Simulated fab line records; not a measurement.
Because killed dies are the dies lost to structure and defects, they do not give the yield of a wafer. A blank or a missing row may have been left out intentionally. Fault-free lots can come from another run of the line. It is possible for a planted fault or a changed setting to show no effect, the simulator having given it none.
Struck lot and sound lot, side by side + flow nandHarc + 22 out of 1302 route steps
Sound: the wafers L476.2, L476.4, L476.5. Wafers L473.2, L473.5, L473.6 were the ones struck. The cause comes at the end.
Per side, at each step with rows, come the tool, then ch with its chambers, and then its first start. Under that, the readings that differ: sound wafers + struck wafers + difference of the means + sigmas: that difference in standard deviations of wafers without a fault.
alike: a reading whose means differ by less than 2 such deviations, as well as words and numbers matching on both sides. not compared: withheld readings; readings where some wafer has no value; bounds like >300 that might hide an equal value; numbers whose values overlap and for which the record gives no deviation.
The two part at a step that has a row with sigmas, a row that says differs or no value, or rows on one side only. Numbers that don't overlap but have no deviation are shown without sigmas and don't part them. A reading that every wafer of one side lacks parts them only if that side has two wafers or more.

NHARC_P_CONTACT_CVD_23: deposits W, target thk 200 nm, time 557 s.
  sound on cvdW-01 ch 1; struck on cvdW-02 ch 0,1
  alike: heaterPowerW, throttleValvePct
NHARC_P_CONTACT_CMP_24: polishes, t overpolish 30 s, target thk 200 nm.
  sound on cmp-03 ch 1,2, day 10 12:23; struck on cmp-02 ch 2,3, day 9 05:35
  alike: motorCurrentA, overpolishRunS, timeToEndpointS
then, 1 step without rows for these wafers: NHARC_P_CONTACT_SRD_26.
NHARC_P_CONTACT_INSPECT_27:
  sound on defectInspect-01, day 10 12:47; struck on defectInspect-01, day 9 05:57
  alike: rawDefectCount
then, 7 steps without rows for these wafers: NHARC_P_M0_DEP_00 (deposits SiOC, target thk 150 nm); NHARC_P_M0_DEHYDRATE_01 (time 120 s); NHARC_P_M0_HMDS_02 (time 30 s); NHARC_P_M0_COAT_33 (time 65 s); NHARC_P_M0_COAT_03 (resist thk 90 nm); NHARC_P_M0_SOFTBAKE_04 (time 55 s); NHARC_P_M0_EBR_05.
NHARC_P_M0_EXPOSE_06: exposes mask P M0, target cd 90 nm.
  sound on arfiScanner-02 ch 0, day 10 13:26; struck on arfiScanner-01 ch 0, day 9 06:35
| reading           | sound             | struck            | difference | sigmas |
|-------------------|-------------------|-------------------|------------|--------|
| exposureDoseMJCm2 | 81.20 81.13 81.19 | 78.37 78.31 78.37 | -2.82      | -34    |
  alike: mask, stageVelMmS
then, 2 steps without rows for these wafers: NHARC_P_M0_PEB_07 (peb time 65 s); NHARC_P_M0_DEVELOP_08 (develop time 35 s).
NHARC_P_M0_CD_MEAS_09: the cd target is 90 nm.
  sound on cdSem-01 ch 0, day 10 13:34; struck on cdSem-01 ch 0, day 9 06:44
| reading   | sound          | struck         | difference | sigmas |
|-----------|----------------|----------------|------------|--------|
| cdNm (nm) | 90.7 89.8 89.4 | 87.2 87.9 87.6 | -2.4       | -4     |
NHARC_P_M0_OVL_MEAS_10: pitch 180 nm.
  sound on overlay-01, day 10 13:40; struck on overlay-02, day 9 06:49
  alike: overlayXNm, overlayYNm
NHARC_P_M0_INSPECT_11:
  sound on defectInspect-02, day 10 13:42; struck on defectInspect-01, day 9 06:51
  alike: rawDefectCount
NHARC_P_M0_DESCUM_14: chemistry O2, time 3 s.
  sound on rieDiel-08 ch 1,3, day 10 13:46; struck on rieDiel-09 ch 0,3, day 9 06:55
| reading                  | sound             | struck           | difference | sigmas |
|--------------------------|-------------------|------------------|------------|--------|
| drypumpMotorCurrentA (A) | 6.5 6.3 6.5       | 5.2 5.7 5.2      | -1.1       | -2     |
| model.P_M0.cdNm (nm)     | 89.98 89.34 89.51 | 87.19 87.19 87.6 | -2.28      |        |
  alike: oesProductAu, rfVppV, showerheadPlenumPTorr, throttleValvePct
  not compared: rfHoursCounterH
NHARC_P_M0_ETCH_34: etches the open film in N2/H2, target depth 40 nm, overetch 12 nm, time 43.94 s.
  sound on rieDiel-08 ch 0,2,3, day 10 13:51; struck on rieDiel-09 ch 0,2,3, day 9 07:02
| reading             | sound             | struck            | difference | sigmas |
|---------------------|-------------------|-------------------|------------|--------|
| oesProductAu (a.u.) | 1.012 1.016 1.005 | 0.996 0.986 0.998 | -0.018     | -2     |
  alike: drypumpMotorCurrentA, rfFwdPowerW, rfVppV, showerheadPlenumPTorr, throttleValvePct
  not compared: rfHoursCounterH
NHARC_P_M0_ETCH_15: etches the open film in C4F8/Ar, target depth 150 nm, overetch 15 nm, time 82.5 s.
  sound on rieDiel-08 ch 1,2; struck on rieDiel-09 ch 0,2
| reading              | sound             | struck            | difference | sigmas |
|----------------------|-------------------|-------------------|------------|--------|
| model.P_M0.cdNm (nm) | 89.99 89.35 89.58 | 86.74 86.89 87.19 | -2.70      |        |
  alike: oesProductAu, rfFwdPowerW, rfVppV
  not compared: rfHoursCounterH
NHARC_P_M0_CD_MEAS_16:
  sound on cdSem-02, day 10 14:04; struck on cdSem-03, day 9 07:16
| reading   | sound          | struck         | difference | sigmas |
|-----------|----------------|----------------|------------|--------|
| cdNm (nm) | 89.9 89.0 89.9 | 86.5 87.3 87.3 | -2.6       | -3     |
then, 1 step without rows for these wafers: NHARC_END_SORT_01.

== WHERE THEY PART ==
Earliest at NHARC_P_M0_EXPOSE_06; latest, in this record, at NHARC_P_M0_CD_MEAS_16.

WHY: what had been put in by the simulator
Process parameters drifting: arfiScanner-01 at NHARC_P_M0_EXPOSE_06, beginning at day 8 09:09. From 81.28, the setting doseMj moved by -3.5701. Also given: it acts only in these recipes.
